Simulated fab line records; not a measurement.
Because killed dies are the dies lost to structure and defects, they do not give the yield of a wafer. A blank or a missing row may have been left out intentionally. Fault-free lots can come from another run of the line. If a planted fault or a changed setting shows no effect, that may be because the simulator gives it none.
fab line records ; flow nandHarc
[record] lots = 11; wafers = 33; lastDay = 34
route steps=1302 shown A_STAIRCASE@653 END@1302
lots with no fault: from the same line, run without faults
startH: start of the lot's first displayed wafer, in hours after the record's first day ; waitH: how many hours have passed since the lot's step before this one ; " as in the row above ; L1.1+2: one row covering several wafers at once ; - no value, or no start given ; * or withheld: withheld ; < > ~ a bound
route shown NAME@n: a module of which the file shows steps, and the number in the route of the first ; usual: mean/standard deviation taken from wafers without a fault ; same: alike in all rows ; chamber/n: place in a boat ; sites: per-site readings ; _std_site: how widely they spread, as a standard deviation ; _edge_site: the outer-site mean with the inner-site mean subtracted ; radiusMm: for every site, how far away it sits from the centre of the wafer ; mask NAME#n: copy n ; behind: the tool/chamber that last shaped the wafer ; hold: why the lot was held/for how many hours/how that ended ; device: whichever transistor did not switch (one of n, p or np) ; end of line: the same wafers' tests at the end of the route ; a step with no rows: only its recipe ; killed: not the wafer's yield, but the dies lost to structure and defects at the first sort ; map: a wafer's dies, x killed, . not, _ none there
set.NAME: the setting that was run; set.NAME@STEP: the one run at that earlier step ; model.NAME: the simulator's own value behind a step, which no gauge read
route steps across a sampled set of lots; one table per step, one row per wafer
services: when a tool's chamber went out of use (startH, in hours from the record's first day, below 0 if earlier), for how many hours, and the reason
[[steps]]
[step NHARC_A_STAIRCASE_STRIP_171]
[recipe] powerW = 1500; tempC = 250; chemistry = O2
[usual] drypumpMotorCurrentA = 6.06/0.22; heaterPowerW = 348/30; tempC = 249.98/0.2
lot.wafer;tool;chamber;startH;waitH;drypumpMotorCurrentA;heaterPowerW;rfHoursCounterH;tempC
L165.2;plasmaAsher-02;1;358.85;-;6.38;311;22;249.55
L165.3;plasmaAsher-02;1;358.85;-;6.38;305;-;250.17
L165.6;plasmaAsher-02;1;358.85;-;6.37;315;-;250.13
L164.1;plasmaAsher-01;1;359.05;-;5.86;388;1;250.12
L164.4;plasmaAsher-01;0;359.05;-;5.84;347;-;250.06
L164.3;plasmaAsher-01;1;359.05;-;5.88;398;-;249.84
L168.1;plasmaAsher-02;0;403.77;-;6.05;320;30;249.78
L168.4;plasmaAsher-02;0;403.77;-;6.05;335;-;249.71
L168.6;plasmaAsher-02;1;403.77;-;6.42;315;-;249.79
L170.2;plasmaAsher-01;1;429.02;-;5.87;396;15;250.16
L170.3;plasmaAsher-01;0;429.02;-;5.84;356;-;249.96
L170.6;plasmaAsher-01;1;429.02;-;5.88;391;-;250.22
L172.4;plasmaAsher-01;0;440.09;-;5.86;356;-;249.29
L172.3;plasmaAsher-01;1;440.09;-;5.86;387;-;249.82
L172.6;plasmaAsher-01;0;440.09;-;5.84;346;-;249.72
L171.1;plasmaAsher-02;1;440.15;-;6.38;310;2;249.85
L171.6;plasmaAsher-02;0;440.15;-;6.03;361;-;250.22
L171.5;plasmaAsher-02;1;440.15;-;6.35;304;-;249.44
L173.3;plasmaAsher-01;1;457.71;-;5.87;382;-;249.94
L173.4;plasmaAsher-01;0;457.71;-;5.84;349;-;249.75
L173.6;plasmaAsher-01;0;457.71;-;5.83;355;-;249.84
L174.3;plasmaAsher-02;1;457.87;-;6.41;299;-;249.89
L174.6;plasmaAsher-02;1;457.87;-;6.39;306;-;249.83
L174.5;plasmaAsher-02;0;457.87;-;6.05;369;-;249.97
L175.2;plasmaAsher-01;1;471.15;-;5.87;377;25;250.22
L175.4;plasmaAsher-01;0;471.15;-;5.86;352;-;249.93
L175.6;plasmaAsher-01;0;471.15;-;5.85;353;-;250.01
L185.2;plasmaAsher-01;0;568.15;-;5.86;355;6;250.07
L185.4;plasmaAsher-01;1;568.15;-;5.88;388;-;250.29
L185.6;plasmaAsher-01;1;568.15;-;5.87;380;-;249.94
L186.2;plasmaAsher-01;0;589.94;-;5.86;362;10;249.94
L186.4;plasmaAsher-01;0;589.94;-;5.83;350;-;250.09
L186.6;plasmaAsher-01;0;589.94;-;5.84;365;-;250.05
[step NHARC_A_STAIRCASE_TRIM_14]
[recipe] timeS = 211.2; o2FlowSccm = 500; arFlowSccm = 0; biasW = 0; chemistry = O2
[usual] drypumpMotorCurrentA = 6.0/0.39; oesProductAu = 1.002/0.0075; rfVppV = 57.7/0.98; runLengthS = 232.7/0.37; showerheadPlenumPTorr = 3.56/0.17; throttleValvePct = 17.036/0.0092
lot.wafer;tool;chamber;startH;waitH;drypumpMotorCurrentA;oesProductAu;rfHoursCounterH;rfVppV;runLengthS;showerheadPlenumPTorr;throttleValvePct
L165.2;rieDiel-05;2;360.57;-;5.3;1.000;41;57.5;233.7;3.65;17.028
L165.3;rieDiel-05;0;360.57;-;6.2;0.999;40;57.5;233.0;3.67;17.049
L165.6;rieDiel-05;1;360.57;-;5.5;1.003;-;58.8;233.3;3.72;17.032
L164.3;rieDiel-13;0;360.85;-;6.4;1.003;1;57.9;232.5;3.37;17.047
L164.4;rieDiel-13;1;360.85;-;6.4;1.009;1;58.3;233.1;3.67;17.037
L164.1;rieDiel-13;3;360.85;-;6.1;1.015;1;58.2;232.6;3.35;17.039
L168.1;rieDiel-07;0;405.78;-;6.1;0.995;40;56.7;232.8;3.27;17.045
L168.4;rieDiel-07;2;405.78;-;5.9;0.999;-;58.0;233.3;3.48;17.032
L168.6;rieDiel-07;0;405.78;-;6.1;0.997;-;56.6;232.2;3.27;17.046
L170.3;rieDiel-07;0;430.81;-;6.1;1.007;48;57.6;232.5;3.27;17.034
L170.2;rieDiel-07;1;430.81;-;5.7;0.998;35;56.3;232.6;3.33;17.049
L170.6;rieDiel-07;0;430.81;-;6.1;1.006;-;56.5;232.4;3.26;17.038
L171.1;rieDiel-13;1;441.89;-;6.4;1.006;27;57.5;232.7;3.66;17.033
L171.6;rieDiel-13;3;441.89;-;6.1;1.004;-;58.0;233.1;3.34;17.036
L171.5;rieDiel-13;0;441.89;-;6.5;0.999;-;57.4;232.7;3.36;17.021
L172.3;rieDiel-05;0;441.89;-;6.2;0.992;8;57.4;233.0;3.65;17.060
L172.6;rieDiel-05;2;441.89;-;5.3;1.008;-;58.8;233.0;3.64;17.014
L172.4;rieDiel-05;1;441.89;-;5.5;1.009;-;58.4;232.4;3.71;17.036
L173.4;rieDiel-05;0;459.33;-;6.2;1.000;12;58.4;233.2;3.65;17.050
L173.3;rieDiel-05;2;459.33;-;5.3;1.000;12;57.8;233.4;3.64;17.034
L173.6;rieDiel-05;0;459.33;-;6.2;0.998;-;58.2;232.8;3.65;17.029
L174.3;rieDiel-13;3;459.60;-;6.1;1.010;31;57.9;232.6;3.34;17.037
L174.5;rieDiel-13;3;459.60;-;6.1;1.013;-;56.4;232.8;3.34;17.048
L174.6;rieDiel-13;0;459.60;-;6.5;1.006;-;57.4;232.3;3.36;17.045
L175.4;rieDiel-05;3;472.97;-;5.5;0.999;15;56.8;232.4;3.46;17.036
L175.2;rieDiel-05;1;472.97;-;5.5;1.006;15;59.4;232.9;3.71;17.040
L175.6;rieDiel-05;3;472.97;-;5.5;1.000;-;56.4;232.1;3.46;17.041
L185.4;rieDiel-05;3;570.00;-;5.5;1.010;49;58.9;232.3;3.45;17.028
L185.2;rieDiel-05;0;570.00;-;6.2;1.003;49;57.8;142.1;3.63;17.044
L185.6;rieDiel-05;1;570.00;-;5.5;1.011;-;57.4;232.7;3.68;17.047
L186.2;rieDiel-13;2;591.61;-;6.3;1.010;17;57.5;232.6;3.77;17.029
L186.4;rieDiel-13;3;591.61;-;6.0;1.007;18;57.2;232.7;3.32;17.028
L186.6;rieDiel-13;2;591.61;-;6.3;0.995;-;59.9;232.8;3.77;17.041
[step NHARC_A_STAIRCASE_ETCH_15]
[recipe] targetDepthA = 1000; timeS = 40.5; ionEnergyEv = 400; c4f8FlowSccm = 20; o2FlowSccm = 10; arFlowSccm = withheld; rfW = 600; biasW = 1000; chemistry = C4F8/O2
[usual] oesProductAu = 0.943/0.01; rfVppV = 897/6.2
[same] timeS = 40.5
lot.wafer;tool;chamber;startH;waitH;oesProductAu;rfHoursCounterH;rfVppV
L165.3;rieDiel-05;0;-;-;0.936;40;901
L165.2;rieDiel-05;3;-;-;0.943;42;895
L165.6;rieDiel-05;1;-;-;0.950;-;902
L164.4;rieDiel-13;2;-;-;0.951;1;905
L164.3;rieDiel-13;3;-;-;0.962;1;889
L164.1;rieDiel-13;0;-;-;0.949;1;890
L168.1;rieDiel-07;3;-;-;0.922;34;903
L168.4;rieDiel-07;3;-;-;0.923;-;903
L168.6;rieDiel-07;2;-;-;0.942;-;893
L170.2;rieDiel-07;1;-;-;0.952;35;889
L170.3;rieDiel-07;3;-;-;0.931;43;904
L170.6;rieDiel-07;2;-;-;0.965;-;894
L171.1;rieDiel-13;2;-;-;0.935;28;904
L171.6;rieDiel-13;2;-;-;0.944;-;905
L171.5;rieDiel-13;3;-;-;0.947;-;889
L172.3;rieDiel-05;0;-;-;0.942;8;901
L172.6;rieDiel-05;2;-;-;0.943;-;900
L172.4;rieDiel-05;1;-;-;0.941;-;903
L173.3;rieDiel-05;3;-;-;0.944;12;894
L173.4;rieDiel-05;0;-;-;0.942;12;901
L173.6;rieDiel-05;2;-;-;0.972;-;899
L174.3;rieDiel-13;3;-;-;0.952;31;890
L174.5;rieDiel-13;2;-;-;0.947;-;906
L174.6;rieDiel-13;3;-;-;0.947;-;890
L175.4;rieDiel-05;1;-;-;0.942;15;902
L175.2;rieDiel-05;3;-;-;0.917;15;894
L175.6;rieDiel-05;1;-;-;0.947;-;903
L185.2;rieDiel-05;2;-;-;0.948;52;899
L185.4;rieDiel-05;3;-;-;0.948;49;894
L185.6;rieDiel-05;2;-;-;0.954;-;899
L186.4;rieDiel-13;0;-;-;0.949;20;889
L186.2;rieDiel-13;3;-;-;0.941;18;888
L186.6;rieDiel-13;0;-;-;0.941;-;889
[step NHARC_A_STAIRCASE_TRIM_24]
[recipe] timeS = 211.2; o2FlowSccm = 500; arFlowSccm = 0; biasW = 0; chemistry = O2
[usual] drypumpMotorCurrentA = 6.0/0.38; oesProductAu = 1.002/0.0083; rfVppV = 57.8/0.91; runLengthS = 232.7/0.38; showerheadPlenumPTorr = 3.56/0.17; throttleValvePct = 17.037/0.0099
[same] timeS = 211.2
lot.wafer;tool;chamber;startH;waitH;drypumpMotorCurrentA;oesProductAu;rfHoursCounterH;rfVppV;runLengthS;showerheadPlenumPTorr;throttleValvePct
L165.2;rieDiel-05;3;-;-;5.5;0.992;42;58.2;232.7;3.48;17.037
L165.3;rieDiel-05;1;-;-;5.5;1.017;42;58.9;232.8;3.72;17.030
L165.6;rieDiel-05;0;-;-;6.2;1.004;-;58.5;232.9;3.67;17.045
L164.1;rieDiel-13;0;-;-;6.5;0.995;2;57.8;232.4;3.37;17.037
L164.4;rieDiel-13;2;-;-;6.3;1.005;1;58.7;232.8;3.81;17.048
L164.3;rieDiel-13;3;-;-;6.1;1.008;1;57.6;232.5;3.36;17.030
L168.1;rieDiel-07;3;-;-;6.1;0.992;35;59.0;232.0;3.72;17.029
L168.6;rieDiel-07;0;-;-;6.1;1.002;-;57.1;232.4;3.27;17.031
L168.4;rieDiel-07;2;-;-;6.0;1.008;-;57.5;233.0;3.48;17.037
L170.2;rieDiel-05;1;-;-;5.5;1.016;4;57.5;232.4;3.71;17.026
L170.3;rieDiel-05;3;-;-;5.5;1.001;4;58.3;232.4;3.47;17.033
L170.6;rieDiel-05;1;-;-;5.5;1.007;-;57.8;232.6;3.71;17.036
L171.1;rieDiel-13;0;-;-;6.5;0.993;29;59.0;232.5;3.36;17.049
L171.5;rieDiel-13;0;-;-;6.5;0.993;-;56.2;232.9;3.36;17.047
L171.6;rieDiel-13;1;-;-;6.4;0.997;-;57.4;233.4;3.66;17.056
L172.3;rieDiel-07;3;-;-;6.1;0.986;50;58.1;232.7;3.72;17.036
L172.4;rieDiel-07;1;-;-;5.7;0.995;42;58.3;232.8;3.33;17.054
L172.6;rieDiel-07;3;-;-;6.2;0.980;-;57.9;232.2;3.72;17.022
L173.4;rieDiel-13;3;-;-;6.1;1.011;32;57.7;232.9;3.34;17.044
L173.3;rieDiel-13;0;-;-;6.5;0.999;32;56.1;233.0;3.36;17.025
L173.6;rieDiel-13;1;-;-;6.4;1.009;-;59.4;233.1;3.66;17.040
L174.3;rieDiel-13;0;-;-;6.5;1.003;32;57.6;232.7;3.35;17.047
L174.5;rieDiel-13;3;-;-;6.1;0.991;-;58.8;233.0;3.34;17.042
L174.6;rieDiel-13;0;-;-;6.5;0.994;-;56.3;232.4;3.35;17.036
L175.4;rieDiel-13;0;-;-;6.5;0.998;40;56.3;232.4;3.35;17.013
L175.2;rieDiel-13;1;-;-;6.4;0.986;40;56.7;233.5;3.65;17.030
L175.6;rieDiel-13;0;-;-;6.5;0.995;-;58.7;233.0;3.35;17.034
L185.2;rieDiel-05;3;-;-;5.5;1.011;49;58.4;232.3;3.45;17.038
L185.4;rieDiel-05;0;-;-;6.2;1.010;50;56.8;232.9;3.63;17.052
L185.6;rieDiel-05;2;-;-;5.3;1.016;-;59.4;233.0;3.61;17.020
L186.2;rieDiel-07;3;-;-;6.1;0.984;46;58.4;232.6;3.68;17.040
L186.4;rieDiel-07;0;-;-;6.1;1.005;43;59.1;232.5;3.78;17.031
L186.6;rieDiel-07;1;-;-;5.7;1.008;-;56.3;232.7;3.30;17.034
[step NHARC_END_SORT_01]
[recipe] tempC = 25
[usual] killedAtArray = 56/21; killedAtOther = 1.2/1.6; killedAtPeriphery = 3.7/2.5; killedDies = 61/21; killedOpen = 3.1/1.8; killedShort = 2.8/1.7
[same] grossDies = 677
lot.wafer;tool;chamber;startH;waitH;killedAtArray;killedAtOther;killedAtPeriphery;killedDies;killedOpen;killedShort
L185.2;prober-02;0;780.99;2.8;672;0;5;677;2;0
L185.4;prober-02;0;782.60;3.4;41;3;4;48;5;1
L185.6;prober-02;0;784.20;4.0;42;1;3;46;1;1
// killed by level:class
L185.2 A_STAIRCASE:areaTrim=638 A_CHANNEL_HOLE_D1:chamberFilmFlake=20 A_SLIT:chamberFilmFlake=11 P_CONTACT:chamberFilmFlake=4 A_CHANNEL_FILL_D2:geometricParticle:open=1 A_M1:geometricParticle:open=1 P_GATE:chamberFilmFlake=1 A_CONTACT:chamberFilmFlake=1
L185.4 A_CHANNEL_HOLE_D1:chamberFilmFlake=19 A_SLIT:chamberFilmFlake=5 A_STAIRCASE:chamberFilmFlake=4 STARTING-WAFER:geometricParticle:open=2 P_CONTACT:chamberFilmFlake=2 A_DECK1_JOINT:chamberFilmFlake=2 A_WL_FILL:chamberFilmFlake=2 A_CONTACT:chamberFilmFlake=2
L185.6 A_CHANNEL_HOLE_D1:chamberFilmFlake=26 A_SLIT:chamberFilmFlake=5 A_CONTACT:chamberFilmFlake=5 P_CONTACT:chamberFilmFlake=2 A_WL_FILL:chamberFilmFlake=2 A_ONON_D1:geometricParticle:short=1 A_CHANNEL_HOLE_D2:geometricParticle:open=1 P_GATE:chamberFilmFlake=1
[[services]]
tool;chamber;startH;hours;kind
rieDiel-05;0;338.12;-;clean
rieDiel-05;1;338.12;-;clean
rieDiel-05;2;338.12;-;clean
rieDiel-05;3;338.12;-;clean
rieDiel-13;-;343.19;9.0;pm
rieDiel-13;0;343.19;9.0;ventCycle
rieDiel-13;1;343.19;9.0;ventCycle
rieDiel-13;2;343.19;9.0;ventCycle
rieDiel-13;3;343.19;9.0;ventCycle
plasmaAsher-01;-;346.61;9.0;pm
rieDiel-13;0;352.19;-;clean
rieDiel-05;3;399.97;5.3;repair
rieDiel-07;1;400.98;15.2;repair
rieDiel-05;-;407.97;9.0;pm
plasmaAsher-02;-;426.73;9.0;pm
rieDiel-05;3;438.00;8.6;repair
rieDiel-05;1;447.27;2.6;repair
rieDiel-07;-;471.39;9.0;pm
plasmaAsher-02;-;475.04;1.4;repair
rieDiel-07;1;497.00;2.0;repair
rieDiel-07;2;505.24;65.9;repair
rieDiel-13;-;521.21;9.0;pm
plasmaAsher-01;-;523.61;9.0;pm
rieDiel-05;-;584.97;9.0;pm
[[key]]
[firstSign] step = NHARC_A_STAIRCASE_TRIM_14; reading = runLengthS; direction = down; sigmas = 99+; usual = *; struck = *
[effect] step = NHARC_END_SORT_01; reading = killedAtArray; direction = up; sigmas = 29; usual = 56; struck = 672
[moreKillsBornAt] NHARC_A_STAIRCASE_TRIM_14@rieDiel-05 = 638
metAt NHARC_A_STAIRCASE_TRIM_14
struckLots L185
struckWafers L185.2
laterRowsLeftOut L185.2
testerLeftOut L185
notActingAt NHARC_A_STAIRCASE_STRIP_171,NHARC_A_STAIRCASE_ETCH_15,NHARC_A_STAIRCASE_TRIM_24
onsetBetween 459.33 570.00
[fault] kind = processParameterDrift; tool = rieDiel-05; chamber = 0; onsetH = 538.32; steps = NHARC_A_STAIRCASE_TRIM_14; channel = timeS; offset = *; shape = step; endH = 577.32; actsIn = *; stated = *
// testerLeftOut: of these lots the tester's yield and bins aren't shown, on N5 and GAA mostly nor the transistor test; their killed dies are dies lost to structure and defects alone, not to doping, threshold or leakage, so they don't give the yield
// laterRowsLeftOut: the simulator's readings of these wafers behind a module that went badly wrong aren't trusted and aren't shown, but for the sort
